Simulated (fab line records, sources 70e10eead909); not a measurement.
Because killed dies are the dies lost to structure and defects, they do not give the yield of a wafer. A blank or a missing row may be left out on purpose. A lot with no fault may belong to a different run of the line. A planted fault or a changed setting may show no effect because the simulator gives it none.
Comparing a struck lot with a sound one	flow nand harc	15 steps out of a route of 1159
Sound: wafers L477.2, L477.3, L477.5. Wafers L478.1, L478.2, L478.6 were the ones struck. Last of all comes the cause.
Per side, at each step with rows, come the tool, then ch with its chambers, and then its first start. Under that, the readings that differ: sound wafers	struck wafers	difference of the means	sigmas: that difference in standard deviations of wafers without a fault.
alike: readings whose means differ by less than 2 such deviations, and words and numbers that are the same on both sides. not compared: withheld readings, readings that some wafer has no value for, bounds like >300 that may hide the same value, and numbers for which the record gives no deviation and whose values overlap.
A row with sigmas, a row that says differs or no value, or rows on one side alone: a step with any of these is where the two part. Numbers that have no deviation but don't overlap get no sigmas and don't part them. A reading missing from all wafers of one side parts the sides only when that side holds two or more wafers.

NHARC_P_M2_PRE_CLEAN_32: time 12 s.
  sound on pecvd-04 ch 0,1, day 6 16:54; struck on pecvd-02 ch 0,1, day 7 01:52
  alike: heater power w
NHARC_P_M2_DEP_33: deposits SiCN, target thk 30 nm.
  sound on pecvd-04 ch 0,1, day 6 16:59; struck on pecvd-02 ch 0,1, day 7 01:57
  alike: heater power w
NHARC_P_BONDPAD_DEP_00: deposits SiCN, target thk 250 nm.
  sound on pecvd-03 ch 0,2, day 6 17:23; struck on pecvd-03 ch 1,2, day 7 02:22
  alike: heater power w
NHARC_P_BONDPAD_CMP_32: polishes SiCN, target thk 200 nm.
  sound on cmp-03 ch 0,1,2, day 6 17:48; struck on cmp-01 ch 1,3, day 7 02:48
  alike: motor current A
NHARC_P_BONDPAD_THK_MEAS_33: measures by ellipsometry.
  sound on film metro-01 at day 6 18:03; struck on film metro-02 at day 7 03:01
  alike: thk nm
then, 7 steps without rows for these wafers: NHARC_P_BONDPAD_SRD_34; NHARC_P_BONDPAD_DEHYDRATE_01 (time 120 s); NHARC_P_BONDPAD_HMDS_02 (time 30 s); NHARC_P_BONDPAD_COAT_36 (time 65 s); NHARC_P_BONDPAD_COAT_03 (resist thk 600 nm); NHARC_P_BONDPAD_SOFTBAKE_04 (time 70 s); NHARC_P_BONDPAD_EBR_05.
NHARC_P_BONDPAD_EXPOSE_06: exposes mask P BPAD.
  sound on krf scanner-01 ch 0, day 6 18:28; struck on krf scanner-01 ch 0, day 7 03:19
reading	sound	struck	difference	sigmas
exposure dose mJ cm2	37.04 37.10 37.00	31.74 31.74 31.67	-5.33	-99 or more
  alike: mask, focus offset nm, reticle temp C
then, 1 step without rows for these wafers: NHARC_P_BONDPAD_PEB_07 (peb time 80 s).
-- jump in the record: it breaks off in module P_BONDPAD and resumes in module END (first step shown: number 1159 of the route), and 13 days separate the struck wafers' starts before and after --
NHARC_END_SORT_01:
  sound on prober-01 ch 0, day 19 17:28; struck on prober-02 ch 0, day 20 00:17
reading	sound	struck	difference	sigmas
sort rim yield pct (%)	92.5 90.6 91.5	97.2 96.2 97.2	+5.3	+2
  alike: defect limited yield, killed at array, killed at other, killed at periphery, killed dies, killed open, killed short, sort_bin_2_pct, sort_bin_3_pct, sort_bin_4_pct, sort n pass, sort yield pct

## WHERE THEY PART
Earliest at NHARC_P_BONDPAD_EXPOSE_06; latest, in this record, at NHARC_END_SORT_01.

WHY: the cause the simulator had injected
Process parameters drifting: krf scanner-01 at NHARC_P_BONDPAD_EXPOSE_06, beginning at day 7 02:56. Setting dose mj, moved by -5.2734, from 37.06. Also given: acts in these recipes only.
